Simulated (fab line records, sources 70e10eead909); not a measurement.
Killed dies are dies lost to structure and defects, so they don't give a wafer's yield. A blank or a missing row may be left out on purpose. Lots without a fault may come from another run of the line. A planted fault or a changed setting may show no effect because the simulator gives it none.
A struck lot beside a sound one | flow nand_harc | 38 steps out of a route of 1302
Sound: wafers L259.1, L259.5, L259.6. Struck: wafers L247.1, L247.2, L247.4. The cause comes at the end.
At each step with rows: each side's tool, then ch and its chambers, then its first start. Under that, the readings that differ: sound wafers | struck wafers | difference of the means | sigmas: that difference in standard deviations of wafers without a fault.
alike: readings whose means differ by less than 2 such deviations, and words and numbers that are the same on both sides. not compared: withheld readings, readings that some wafer has no value for, bounds like >300 that may hide the same value, and numbers for which the record gives no deviation and whose values overlap.
The two part at a step that has a row with sigmas, a row that says differs or no value, or rows on one side only. Numbers that don't overlap but have no deviation are shown without sigmas and don't part them. A reading that every wafer of one side lacks parts them only if that side has two wafers or more.

first, 9 steps without rows for these wafers: NHARC_A_CHANNEL_HOLE_D2_DEP_00 (deposits aC, target thk 3100 nm); NHARC_A_CHANNEL_HOLE_D2_DEP_01 (deposits SiON, target thk 140 nm); NHARC_A_CHANNEL_HOLE_D2_DEHYDRATE_02 (time 120 s); NHARC_A_CHANNEL_HOLE_D2_HMDS_03 (time 30 s); NHARC_A_CHANNEL_HOLE_D2_COAT_36 (time 75 s); NHARC_A_CHANNEL_HOLE_D2_COAT_37 (time 65 s); NHARC_A_CHANNEL_HOLE_D2_COAT_04 (resist thk 90 nm); NHARC_A_CHANNEL_HOLE_D2_SOFTBAKE_05 (time 55 s); NHARC_A_CHANNEL_HOLE_D2_EBR_06.
NHARC_A_CHANNEL_HOLE_D2_EXPOSE_07: exposes mask HOLE D2, target cd 100 nm.
  sound on arfi_scanner-03 ch 0, day 21 22:51; struck on arfi_scanner-02 ch 0, day 17 04:08
  reading              | sound             | struck            | difference | sigmas
  exposure_dose_mJ_cm2 | 59.55 59.59 59.56 | 79.33 79.35 79.40 | +19.79     | +99 or more
  alike: mask
then, 2 steps without rows for these wafers: NHARC_A_CHANNEL_HOLE_D2_PEB_08 (peb time 65 s); NHARC_A_CHANNEL_HOLE_D2_DEVELOP_09 (develop time 35 s).
NHARC_A_CHANNEL_HOLE_D2_CD_MEAS_10: target cd 100 nm.
  sound on cd_sem-03 ch 0, day 21 22:59; struck on cd_sem-03 ch 0, day 17 04:17
  reading    | sound            | struck            | difference | sigmas
  cd_nm (nm) | 99.9 100.0 100.1 | 113.6 113.6 114.2 | +13.8      | +34
NHARC_A_CHANNEL_HOLE_D2_DESCUM_15: chemistry O2, time 3 s.
  sound on rie_diel-08 ch 0,1,3, day 21 23:12; struck on rie_diel-08 ch 0,1,3, day 17 04:28
  reading                            | sound            | struck          | difference | sigmas
  model.A_CHANNEL_HOLE_D2.cd_nm (nm) | 99.9 100.2 100.5 | 113.7 113.7 114 | +13.6      |
  alike: drypump_motor_current_A, oes_product_au, rf_vpp_V, showerhead_plenum_p_Torr, throttle_valve_pct
  not compared: rf_hours_counter_h
then, 4 steps without rows for these wafers: NHARC_A_CHANNEL_HOLE_D2_ETCH_38 (etches the open film in CF4, target depth 39 nm, time 65 s); NHARC_A_CHANNEL_HOLE_D2_ETCH_39 (etches the open film in N2/H2, target depth 260 nm, time 325 s); NHARC_A_CHANNEL_HOLE_D2_ETCH_34 (etches the open film in CF4/CHF3, target depth 154 nm, time 77 s); NHARC_A_CHANNEL_HOLE_D2_ETCH_16 (etches the open film in O2/COS, target depth 3100 nm, time 806 s).
NHARC_A_CHANNEL_HOLE_D2_CD_MEAS_18:
  sound on cd_sem-03, day 22 00:17; struck on cd_sem-03, day 17 05:42
  reading    | sound           | struck            | difference | sigmas
  cd_nm (nm) | 98.7 101.1 97.2 | 115.2 116.3 114.8 | +16.4      | +10
then, 12 steps without rows for these wafers: NHARC_A_CHANNEL_HOLE_D2_ETCH_19 (etches the open film in C4F8/O2/Ar, time 34.5 s); NHARC_A_CHANNEL_HOLE_D2_ETCH_20 (etches the open film in C4F8/O2/Ar, time 361.9 s, target depth 1600 nm); NHARC_A_CHANNEL_HOLE_D2_ETCH_21 (etches the open film in C4F8/O2/Ar, time 514.3 s, target depth 1600 nm); NHARC_A_CHANNEL_HOLE_D2_ETCH_22 (etches the open film in C4F8/O2/Ar, time 666.7 s, target depth 1600 nm); NHARC_A_CHANNEL_HOLE_D2_ETCH_23 (etches the open film in C4F8/O2/Ar, time 819 s, target depth 1600 nm); NHARC_A_CHANNEL_HOLE_D2_ETCH_24 (etches the open film in C4F8/O2/Ar, time 906.2 s, target depth 1500 nm); NHARC_A_CHANNEL_HOLE_D2_ETCH_25 (etches the open film in C4F8/O2/Ar, time 1040.2 s, target depth 1500 nm); NHARC_A_CHANNEL_HOLE_D2_ETCH_26 (etches the open film in C4F8/O2/Ar, time 224.1 s, target depth 300 nm); NHARC_A_CHANNEL_HOLE_D2_ETCH_27 (etches the open film in C4F8/O2/Ar, time 90 s, target depth 400 nm); NHARC_A_CHANNEL_HOLE_D2_STRIP_41 (strips in N2/H2); NHARC_A_CHANNEL_HOLE_D2_STRIP_42 (strips in CF4/CHF3); NHARC_A_CHANNEL_HOLE_D2_STRIP_43 (strips in O2/COS).
NHARC_A_CHANNEL_HOLE_D2_ETCH_44: etches the open film in CF4/O2, target depth 140 nm, overetch 14 nm, time 77 s.
  sound on rie_diel-03 ch 0,1,3, day 22 05:52; struck on rie_diel-08 ch 0,1, day 17 10:58
  reading                            | sound             | struck            | difference | sigmas
  model.A_CHANNEL_HOLE_D2.cd_nm (nm) | 89.13 88.99 89.81 | 103.7 104.1 104.4 | +14.8      |
  alike: drypump_motor_current_A, oes_product_au, rf_vpp_V, showerhead_plenum_p_Torr, throttle_valve_pct
  not compared: rf_hours_counter_h
then, 3 steps without rows for these wafers: NHARC_A_CHANNEL_HOLE_D2_STRIP_28 (strips in O2); NHARC_A_CHANNEL_HOLE_D2_PRECLEAN_29 (cleans in SC1); NHARC_A_CHANNEL_HOLE_D2_SRD_30.
NHARC_A_CHANNEL_HOLE_D2_CD_MEAS_31:
  sound on cd_sem-01, day 22 06:41; struck on cd_sem-02, day 17 11:52
  reading    | sound          | struck            | difference | sigmas
  cd_nm (nm) | 89.3 88.9 89.4 | 104.2 104.2 104.4 | +15.1      | +15
NHARC_A_CHANNEL_HOLE_D2_XSEM_32:
  sound on xsem-01 ch 0, day 22 06:46; struck on xsem-02 ch 0, day 17 11:58
  reading        | sound          | struck         | difference | sigmas
  bot_cd_nm (nm) | 74.5 74.1 74.8 | 89.2 88.2 89.4 | +14.5      | +12
  alike: bow_nm, tilt_deg
-- the record jumps here: 11 days lie between the struck wafers' starts before and after (it left off in module A_CHANNEL_HOLE_D2 and takes up again in module END, whose first step shown is number 1301 of the route) --
NHARC_END_WLT_00:
  sound on prober-02, day 33 00:30; struck on prober-01, day 28 05:04
  reading                           | sound             | struck            | difference | sigmas
  VT_DECK2_BOTTOM                   | 0.869 0.868 0.875 | 0.893 0.887 0.905 | +0.024     | +3
  VT_DECK2_BOTTOM_INNER             | 0.885 0.873 0.873 | 0.894 0.892 0.897 | +0.017     | +2
  VT_DECK2_MEDIAN_NEAR_BOTTOM       | 0.880 0.873 0.873 | 0.899 0.900 0.895 | +0.023     | +3
  VT_DECK2_MEDIAN_NEAR_BOTTOM_INNER | 0.877 0.872 0.874 | 0.902 0.898 0.899 | +0.025     | +3
  VT_DECK2_MIDDLE                   | 0.888 0.894 0.889 | 0.907 0.909 0.906 | +0.017     | +2
  alike: VT_DECK1_BOTTOM, VT_DECK1_BOTTOM_INNER, VT_DECK1_MEDIAN_NEAR_BOTTOM, VT_DECK1_MEDIAN_NEAR_BOTTOM_INNER, VT_DECK1_MIDDLE, VT_DECK1_MIDDLE_INNER, VT_DECK1_TOP, VT_DECK1_TOP_INNER, VT_DECK2_MIDDLE_INNER, VT_DECK2_TOP, VT_DECK2_TOP_INNER

WHERE THEY PART
First at NHARC_A_CHANNEL_HOLE_D2_EXPOSE_07; last, within this record, at NHARC_END_WLT_00.

WHY: what the simulator had put in
Process parameter drift: arfi_scanner-02, from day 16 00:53 on, at NHARC_A_CHANNEL_HOLE_D2_EXPOSE_07. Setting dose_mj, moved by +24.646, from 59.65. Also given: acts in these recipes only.
